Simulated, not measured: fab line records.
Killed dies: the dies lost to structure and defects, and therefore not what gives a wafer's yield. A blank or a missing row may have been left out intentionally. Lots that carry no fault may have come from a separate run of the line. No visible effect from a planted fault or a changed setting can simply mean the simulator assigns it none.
Matching of chambers	flow n5_finfet	N5_GATE_CUT_DESCUM_18 on rie_diel-02 has 4 sister chambers
The step chemistry O2, time 7 s. 4 wafers are shown with their chamber, then 8 later ones without.

== EACH WAFER AND ITS CHAMBER ==
wafer	chamber	drypump_motor_current_A (A)
L089.3	0	5.9
L091.3	2	5.7
L091.6	1	5.2
L092.2	3	6.4

== WAFERS WITH NO CHAMBER GIVEN ==
wafer	drypump_motor_current_A (A)
L092.4	5.2
L092.6	5.9
L093.1	6.4
L093.2	5.2
L093.5	5.2
L096.1	5.9
L096.2	6.4
L096.3	5.8

== WHICH CHAMBER EACH ONE RAN IN ==
wafer	from the rows above	in truth
L092.4	1	1
L092.6	0	0
L093.1	3	3
L093.2	1	1
L093.5	1	1
L096.1	0	0
L096.2	3	3
L096.3	can't be placed: 2 or 0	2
Correct placement for 7 of the 8. Can't be placed from these rows: 1 (the true chamber is among the candidates in 1). Number placed wrongly: 0.
How it was worked out, from the rows above alone: a wafer's distance from a chamber is the root of the sum, over the readings, of the square of ((its reading less the chamber's mean) divided by the reading's scatter). The wafer belongs to the nearest chamber; if the next one is less than 2 further off, it can't be placed. The mean given for a chamber averages the wafers shown for that chamber. The scatter (one wafer shown for each chamber): square how far every hidden wafer sits from the nearest shown wafer, average those squares and take the square root.
